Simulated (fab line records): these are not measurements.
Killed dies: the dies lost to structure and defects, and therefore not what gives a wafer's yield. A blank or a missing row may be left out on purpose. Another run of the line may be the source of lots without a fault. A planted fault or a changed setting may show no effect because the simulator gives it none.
Which of the tools did it? / flow n5 finfet / Sampling: 22 lots, 66 wafers, 3 of 1938 route steps

WHAT EACH GAUGE READ, for each wafer
N5_STI_FIN_REVEAL_CD_MEAS_22: target cd 6.238 nm, pitch 28 nm. Usual: 6.26 nm for cd nm, sd 0.26.
lot=L074; measured=day 2 14:37; on=cd sem-01; cd nm (nm)=6.48 6.03 5.90; flag=
lot=L076; measured=day 3 06:55; on=cd sem-01; cd nm (nm)=6.98 6.42 6.28; flag=
lot=L077; measured=day 3 09:02; on=cd sem-01; cd nm (nm)=6.69 6.25 6.30; flag=
lot=L078; measured=day 3 13:05; on=cd sem-03; cd nm (nm)=6.65 5.68 6.22; flag=
lot=L079; measured=day 3 20:23; on=cd sem-02; cd nm (nm)=6.25 6.24 5.98; flag=
lot=L080; measured=day 4 00:22; on=cd sem-01; cd nm (nm)=6.60 6.54 6.09; flag=
lot=L082; measured=day 4 12:06; on=cd sem-01; cd nm (nm)=5.97 6.08 6.07; flag=
lot=L083; measured=day 4 18:56; on=cd sem-02; cd nm (nm)=6.18 6.50 7.26; flag=
lot=L084; measured=day 5 04:13; on=cd sem-01; cd nm (nm)=6.77 6.29 6.31; flag=
lot=L085; measured=day 5 11:14; on=cd sem-02; cd nm (nm)=5.92 6.28 6.54; flag=
lot=L086; measured=day 5 16:19; on=cd sem-02; cd nm (nm)=6.11 6.19 6.16; flag=
lot=L087; measured=day 5 21:25; on=cd sem-03; cd nm (nm)=6.50 6.10 6.82; flag=
lot=L088; measured=day 6 05:04; on=cd sem-01; cd nm (nm)=6.08 6.03 6.23; flag=
lot=L089; measured=day 6 07:22; on=cd sem-01; cd nm (nm)=6.50 6.03 6.23; flag=
lot=L090; measured=day 6 13:12; on=cd sem-02; cd nm (nm)=5.96 6.07 6.12; flag=
lot=L091; measured=day 6 19:13; on=cd sem-02; cd nm (nm)=6.30 6.14 5.77; flag=
lot=L092; measured=day 7 00:17; on=cd sem-01; cd nm (nm)=6.05 6.17 6.16; flag=
lot=L093; measured=day 7 08:31; on=cd sem-01; cd nm (nm)=5.91 6.24 6.09; flag=
lot=L094; measured=day 7 12:53; on=cd sem-02; cd nm (nm)=6.33 5.83 6.17; flag=
lot=L095; measured=day 7 21:23; on=cd sem-02; cd nm (nm)=6.51 6.79 5.87; flag=
lot=L096; measured=day 8 02:16; on=cd sem-02; cd nm (nm)=6.29 6.28 6.27; flag=
lot=L097; measured=day 8 08:05; on=cd sem-01; cd nm (nm)=6.06 6.11 6.55; flag=

TOOL THAT RAN EACH LOT (tool first, then ch and the chambers of the sampled wafers, then the start)
lot=L074; N5_FIN_CUT_PRECLEAN_35=vapor etch-02 ch 0,1, day 2 05:38; N5_STI_FIN_REVEAL_ETCHBACK_08=rie diel-02 ch 1,2, day 2 11:42
lot=L076; N5_FIN_CUT_PRECLEAN_35=vapor etch-02 ch 0,1, day 2 21:58; N5_STI_FIN_REVEAL_ETCHBACK_08=rie diel-01 ch 0,2,3, day 3 03:59
lot=L077; N5_FIN_CUT_PRECLEAN_35=vapor etch-01 ch 0,1, day 2 22:58; N5_STI_FIN_REVEAL_ETCHBACK_08=rie diel-02 ch 0,1,3, day 3 06:07
lot=L078; N5_FIN_CUT_PRECLEAN_35=vapor etch-02 ch 0,1, day 3 03:29; N5_STI_FIN_REVEAL_ETCHBACK_08=rie diel-01 ch 1,2, day 3 10:09
lot=L079; N5_FIN_CUT_PRECLEAN_35=vapor etch-01 ch 0,1, day 3 09:47; N5_STI_FIN_REVEAL_ETCHBACK_08=rie diel-01 ch 0,1,2, day 3 17:16
lot=L080; N5_FIN_CUT_PRECLEAN_35=vapor etch-02 ch 0,1, day 3 15:23; N5_STI_FIN_REVEAL_ETCHBACK_08=rie diel-01 ch 1,2, day 3 21:25
lot=L082; N5_FIN_CUT_PRECLEAN_35=vapor etch-02 ch 0,1, day 4 03:03; N5_STI_FIN_REVEAL_ETCHBACK_08=rie diel-01 ch 1,2, day 4 09:11
lot=L083; N5_FIN_CUT_PRECLEAN_35=vapor etch-01 ch 1, day 4 09:35; N5_STI_FIN_REVEAL_ETCHBACK_08=rie diel-02 ch 1,2,3, day 4 16:01
lot=L084; N5_FIN_CUT_PRECLEAN_35=vapor etch-01 ch 0, day 4 18:59; N5_STI_FIN_REVEAL_ETCHBACK_08=rie diel-06 ch 2,3, day 5 01:17
lot=L085; N5_FIN_CUT_PRECLEAN_35=vapor etch-02 ch 0,1, day 5 01:31; N5_STI_FIN_REVEAL_ETCHBACK_08=rie diel-06 ch 1,2, day 5 08:13
lot=L086; N5_FIN_CUT_PRECLEAN_35=vapor etch-02 ch 0,1, day 5 07:20; N5_STI_FIN_REVEAL_ETCHBACK_08=rie diel-01 ch 0,1,2, day 5 13:24
lot=L087; N5_FIN_CUT_PRECLEAN_35=vapor etch-02 ch 0,1, day 5 12:26; N5_STI_FIN_REVEAL_ETCHBACK_08=rie diel-02 ch 0,1, day 5 18:28
lot=L088; N5_FIN_CUT_PRECLEAN_35=vapor etch-02 ch 0,1, day 5 19:31; N5_STI_FIN_REVEAL_ETCHBACK_08=rie diel-01 ch 1,2,3, day 6 02:04
lot=L089; N5_FIN_CUT_PRECLEAN_35=vapor etch-02 ch 0,1, day 5 22:15; N5_STI_FIN_REVEAL_ETCHBACK_08=rie diel-06 ch 0,2,3, day 6 04:27
lot=L090; N5_FIN_CUT_PRECLEAN_35=vapor etch-02 ch 1, day 6 04:01; N5_STI_FIN_REVEAL_ETCHBACK_08=rie diel-06 ch 0,2, day 6 10:17
lot=L091; N5_FIN_CUT_PRECLEAN_35=vapor etch-01 ch 0,1, day 6 09:50; N5_STI_FIN_REVEAL_ETCHBACK_08=rie diel-02 ch 0,1, day 6 16:14
lot=L092; N5_FIN_CUT_PRECLEAN_35=vapor etch-02 ch 0,1, day 6 14:50; N5_STI_FIN_REVEAL_ETCHBACK_08=rie diel-02 ch 1,3, day 6 21:17
lot=L093; N5_FIN_CUT_PRECLEAN_35=vapor etch-02 ch 0,1, day 6 23:02; N5_STI_FIN_REVEAL_ETCHBACK_08=rie diel-06 ch 0,1,2, day 7 05:33
lot=L094; N5_FIN_CUT_PRECLEAN_35=vapor etch-01 ch 0,1, day 7 03:21; N5_STI_FIN_REVEAL_ETCHBACK_08=rie diel-06 ch 1,2,3, day 7 09:58
lot=L095; N5_FIN_CUT_PRECLEAN_35=vapor etch-01 ch 0,1, day 7 11:53; N5_STI_FIN_REVEAL_ETCHBACK_08=rie diel-06 ch 0,1, day 7 18:26
lot=L096; N5_FIN_CUT_PRECLEAN_35=vapor etch-02 ch 0,1, day 7 15:39; N5_STI_FIN_REVEAL_ETCHBACK_08=rie diel-06 ch 1,3, day 7 23:20
lot=L097; N5_FIN_CUT_PRECLEAN_35=vapor etch-01 ch 0,1, day 7 22:53; N5_STI_FIN_REVEAL_ETCHBACK_08=rie diel-01 ch 0,2, day 8 05:09
- N5_FIN_CUT_PRECLEAN_35: cleans in vHF, time 13.3 s.
- N5_STI_FIN_REVEAL_ETCHBACK_08: etches SiO2 in C4F6/O2, target depth 30.5 nm, time 10.167 s.

WHAT THE TOOLS THEMSELVES READ (means of the sampled wafers that have a number; where no wafer has one, the mark that the record gives instead)
N5_FIN_CUT_PRECLEAN_35. Usual: 5.53 A for drypump motor current A, sd 0.2.
lot=L074; tool=vapor etch-02; drypump motor current A (A)=5.38; flag=
lot=L076; tool=vapor etch-02; drypump motor current A (A)=5.40; flag=
lot=L077; tool=vapor etch-01; drypump motor current A (A)=5.82; flag=
lot=L078; tool=vapor etch-02; drypump motor current A (A)=5.39; flag=
lot=L079; tool=vapor etch-01; drypump motor current A (A)=5.71; flag=
lot=L080; tool=vapor etch-02; drypump motor current A (A)=5.40; flag=
lot=L082; tool=vapor etch-02; drypump motor current A (A)=5.38; flag=
lot=L083; tool=vapor etch-01; drypump motor current A (A)=5.91; flag=
lot=L084; tool=vapor etch-01; drypump motor current A (A)=5.62; flag=
lot=L085; tool=vapor etch-02; drypump motor current A (A)=5.38; flag=
lot=L086; tool=vapor etch-02; drypump motor current A (A)=5.40; flag=
lot=L087; tool=vapor etch-02; drypump motor current A (A)=5.40; flag=
lot=L088; tool=vapor etch-02; drypump motor current A (A)=5.40; flag=
lot=L089; tool=vapor etch-02; drypump motor current A (A)=5.39; flag=
lot=L090; tool=vapor etch-02; drypump motor current A (A)=5.38; flag=
lot=L091; tool=vapor etch-01; drypump motor current A (A)=5.83; flag=
lot=L092; tool=vapor etch-02; drypump motor current A (A)=5.41; flag=
lot=L093; tool=vapor etch-02; drypump motor current A (A)=5.40; flag=
lot=L094; tool=vapor etch-01; drypump motor current A (A)=5.81; flag=
lot=L095; tool=vapor etch-01; drypump motor current A (A)=5.80; flag=
lot=L096; tool=vapor etch-02; drypump motor current A (A)=5.40; flag=
lot=L097; tool=vapor etch-01; drypump motor current A (A)=5.71; flag=

N5_STI_FIN_REVEAL_ETCHBACK_08. Usual: drypump motor current A 5.9 A (standard deviation 0.35); oes_ar_750_au 0.81 a.u. (standard deviation 0.1); oes product au 0.81 a.u. (standard deviation 0.11); rf fwd power W 340.5 W (standard deviation 1.5); rf vpp V 674 V (standard deviation 10); showerhead plenum p Torr 2.88 Torr (standard deviation 0.086); throttle valve pct 21.20 % (standard deviation 0.26).
lot=L074; tool=rie diel-02; drypump motor current A (A)=6.0; oes_ar_750_au (a.u.)=0.70; oes product au (a.u.)=0.71; rf fwd power W (W)=340.5; rf vpp V (V)=689; showerhead plenum p Torr (Torr)=2.92; throttle valve pct (%)=21.12; flag=
lot=L076; tool=rie diel-01; drypump motor current A (A)=5.7; oes_ar_750_au (a.u.)=0.79; oes product au (a.u.)=0.79; rf fwd power W (W)=340.1; rf vpp V (V)=667; showerhead plenum p Torr (Torr)=2.88; throttle valve pct (%)=21.26; flag=
lot=L077; tool=rie diel-02; drypump motor current A (A)=5.7; oes_ar_750_au (a.u.)=0.81; oes product au (a.u.)=0.80; rf fwd power W (W)=340.7; rf vpp V (V)=666; showerhead plenum p Torr (Torr)=2.94; throttle valve pct (%)=21.14; flag=
lot=L078; tool=rie diel-01; drypump motor current A (A)=6.0; oes_ar_750_au (a.u.)=0.72; oes product au (a.u.)=0.72; rf fwd power W (W)=339.6; rf vpp V (V)=682; showerhead plenum p Torr (Torr)=2.86; throttle valve pct (%)=21.25; flag=
lot=L079; tool=rie diel-01; drypump motor current A (A)=6.0; oes_ar_750_au (a.u.)=0.79; oes product au (a.u.)=0.79; rf fwd power W (W)=339.4; rf vpp V (V)=676; showerhead plenum p Torr (Torr)=2.92; throttle valve pct (%)=21.13; flag=
lot=L080; tool=rie diel-01; drypump motor current A (A)=5.9; oes_ar_750_au (a.u.)=0.72; oes product au (a.u.)=0.72; rf fwd power W (W)=339.5; rf vpp V (V)=681; showerhead plenum p Torr (Torr)=2.90; throttle valve pct (%)=21.27; flag=
lot=L082; tool=rie diel-01; drypump motor current A (A)=6.0; oes_ar_750_au (a.u.)=0.71; oes product au (a.u.)=0.71; rf fwd power W (W)=338.8; rf vpp V (V)=682; showerhead plenum p Torr (Torr)=2.85; throttle valve pct (%)=21.27; flag=
lot=L083; tool=rie diel-02; drypump motor current A (A)=5.7; oes_ar_750_au (a.u.)=0.80; oes product au (a.u.)=0.80; rf fwd power W (W)=340.5; rf vpp V (V)=675; showerhead plenum p Torr (Torr)=2.93; throttle valve pct (%)=21.08; flag=
lot=L084; tool=rie diel-06; drypump motor current A (A)=5.6; oes_ar_750_au (a.u.)=0.87; oes product au (a.u.)=0.88; rf fwd power W (W)=340.8; rf vpp V (V)=675; showerhead plenum p Torr (Torr)=2.81; throttle valve pct (%)=21.16; flag=
lot=L085; tool=rie diel-06; drypump motor current A (A)=6.2; oes_ar_750_au (a.u.)=0.76; oes product au (a.u.)=0.77; rf fwd power W (W)=341.3; rf vpp V (V)=676; showerhead plenum p Torr (Torr)=2.87; throttle valve pct (%)=21.38; flag=
lot=L086; tool=rie diel-01; drypump motor current A (A)=6.0; oes_ar_750_au (a.u.)=0.77; oes product au (a.u.)=0.78; rf fwd power W (W)=339.5; rf vpp V (V)=676; showerhead plenum p Torr (Torr)=2.91; throttle valve pct (%)=21.15; flag=
lot=L087; tool=rie diel-02; drypump motor current A (A)=5.7; oes_ar_750_au (a.u.)=0.79; oes product au (a.u.)=0.79; rf fwd power W (W)=340.8; rf vpp V (V)=669; showerhead plenum p Torr (Torr)=2.94; throttle valve pct (%)=21.35; flag=
lot=L088; tool=rie diel-01; drypump motor current A (A)=5.8; oes_ar_750_au (a.u.)=0.78; oes product au (a.u.)=0.79; rf fwd power W (W)=340.8; rf vpp V (V)=676; showerhead plenum p Torr (Torr)=2.92; throttle valve pct (%)=21.28; flag=
lot=L089; tool=rie diel-06; drypump motor current A (A)=5.8; oes_ar_750_au (a.u.)=0.86; oes product au (a.u.)=0.86; rf fwd power W (W)=340.6; rf vpp V (V)=676; showerhead plenum p Torr (Torr)=2.81; throttle valve pct (%)=21.26; flag=
lot=L090; tool=rie diel-06; drypump motor current A (A)=5.9; oes_ar_750_au (a.u.)=0.92; oes product au (a.u.)=0.93; rf fwd power W (W)=340.6; rf vpp V (V)=673; showerhead plenum p Torr (Torr)=2.79; throttle valve pct (%)=21.12; flag=
lot=L091; tool=rie diel-02; drypump motor current A (A)=5.8; oes_ar_750_au (a.u.)=0.83; oes product au (a.u.)=0.82; rf fwd power W (W)=341.4; rf vpp V (V)=669; showerhead plenum p Torr (Torr)=2.91; throttle valve pct (%)=21.13; flag=
lot=L092; tool=rie diel-02; drypump motor current A (A)=5.5; oes_ar_750_au (a.u.)=0.80; oes product au (a.u.)=0.80; rf fwd power W (W)=340.2; rf vpp V (V)=664; showerhead plenum p Torr (Torr)=2.94; throttle valve pct (%)=21.31; flag=
lot=L093; tool=rie diel-06; drypump motor current A (A)=6.1; oes_ar_750_au (a.u.)=0.92; oes product au (a.u.)=0.93; rf fwd power W (W)=341.6; rf vpp V (V)=675; showerhead plenum p Torr (Torr)=2.83; throttle valve pct (%)=21.19; flag=
lot=L094; tool=rie diel-06; drypump motor current A (A)=5.9; oes_ar_750_au (a.u.)=0.84; oes product au (a.u.)=0.84; rf fwd power W (W)=342.0; rf vpp V (V)=678; showerhead plenum p Torr (Torr)=2.84; throttle valve pct (%)=21.27; flag=
lot=L095; tool=rie diel-06; drypump motor current A (A)=6.3; oes_ar_750_au (a.u.)=0.91; oes product au (a.u.)=0.93; rf fwd power W (W)=339.0; rf vpp V (V)=677; showerhead plenum p Torr (Torr)=2.83; throttle valve pct (%)=21.29; flag=
lot=L096; tool=rie diel-06; drypump motor current A (A)=6.1; oes_ar_750_au (a.u.)=0.84; oes product au (a.u.)=0.84; rf fwd power W (W)=340.7; rf vpp V (V)=681; showerhead plenum p Torr (Torr)=2.87; throttle valve pct (%)=21.33; flag=
lot=L097; tool=rie diel-01; drypump motor current A (A)=5.9; oes_ar_750_au (a.u.)=0.75; oes product au (a.u.)=0.75; rf fwd power W (W)=340.2; rf vpp V (V)=674; showerhead plenum p Torr (Torr)=2.95; throttle valve pct (%)=21.18; flag=

THE ANSWER, worked out from the rows above alone
Rule: a lot counts as off when the mean over its wafers that have a number is more than 3 standard deviations away from the usual mean. A lot without any number at a reading at which 4 lots or more have one is off too. All remaining lots with rows at the step are treated as sound. The gauges are gone through in route order, then the tools' own readings, and for those a lot's mean is taken as printed above. At the first step where some lot is off, the reading lying furthest off is the one used; lots without a number count as furthest.
No lot is off at any reading shown: from this, nothing can be told.

WHAT THE SIMULATOR HAD PUT IN
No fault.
